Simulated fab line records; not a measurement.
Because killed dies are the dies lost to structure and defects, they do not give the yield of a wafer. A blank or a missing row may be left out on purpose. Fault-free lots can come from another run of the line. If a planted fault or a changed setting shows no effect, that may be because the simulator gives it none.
The tool behind it: which one? -- flow nandHarc -- Sampling: 7 lots, 21 wafers, 4 of 1302 route steps

WHAT EACH GAUGE READ, for each wafer
NHARC_THIN_TSV_CD_MEAS_37.
lot,measured,on,cdNm (nm)
L235,day 25 01:01,cdSem-03,5004.8 5002.9 5006.2
L237,day 26 05:51,cdSem-01,4999.8 4993.8 4996.7
L239,day 26 21:27,cdSem-01,4996.8 4997.3 4998.0
L241,day 29 01:09,cdSem-02,5000.7 5002.2 5000.3
L244,day 29 05:21,cdSem-02,5003.1 4999.8 5001.9
L246,day 30 04:55,cdSem-03,5001.4 4997.9 4999.3
L247,day 31 10:44,cdSem-02,4998.4 5001.1 5000.9

EACH LOT AND THE TOOL THAT RAN IT (in order: tool; ch and the chambers of the sampled wafers; start)
lot,NHARC_THIN_TSV_STRIP_62,NHARC_THIN_TSV_PVD_51,NHARC_THIN_TSV_ANNEAL_52
L235,"plasmaAsher-01 ch 0,1, day 24 19:57","pvdSputter-03, day 24 20:24","rtpAnneal-02 ch 0, day 24 21:19"
L237,"plasmaAsher-02 ch 0,1, day 26 01:00","pvdSputter-02, day 26 01:34","rtpAnneal-01 ch 0, day 26 02:28"
L239,"plasmaAsher-01 ch 0,1, day 26 16:44","pvdSputter-03, day 26 17:10","rtpAnneal-01 ch 0, day 26 18:10"
L241,"plasmaAsher-02 ch 0,1, day 28 20:25","pvdSputter-02, day 28 20:52","rtpAnneal-02 ch 0, day 28 21:46"
L244,"plasmaAsher-01 ch 0,1, day 29 00:43","pvdSputter-03, day 29 01:11","rtpAnneal-02 ch 0, day 29 02:04"
L246,"plasmaAsher-02 ch 1, day 30 00:12","pvdSputter-03, day 30 00:40","rtpAnneal-02 ch 0, day 30 01:40"
L247,"plasmaAsher-01 ch 1, day 31 05:55","pvdSputter-03, day 31 06:24","rtpAnneal-01 ch 0, day 31 07:20"
- NHARC_THIN_TSV_STRIP_62: strips in N2/H2, time 20 s.
- NHARC_THIN_TSV_PVD_51: deposits Cu, target thk 100 nm.
- NHARC_THIN_TSV_ANNEAL_52: time 90 s.

THE ANSWER, worked out from the rows above alone
Rule: usual is defined by the lots themselves. The widest of any qualifying gaps counts: lots, ordered by their means at a reading, are off when they make up no more than a third of the lots, leave a main group of 4 or more, and stand apart from it by 3 or more times the standard deviation of that group's means. A main group is skipped when, at the precision printed for the reading in the tables above, its means are all equal. Also off: a lot with no number at a reading for which 4 or more lots have one. The other lots that the step has rows for count as sound.
Across all readings shown, no lot is off: no conclusion can be drawn from this.

WHAT THE SIMULATOR HAD PUT IN
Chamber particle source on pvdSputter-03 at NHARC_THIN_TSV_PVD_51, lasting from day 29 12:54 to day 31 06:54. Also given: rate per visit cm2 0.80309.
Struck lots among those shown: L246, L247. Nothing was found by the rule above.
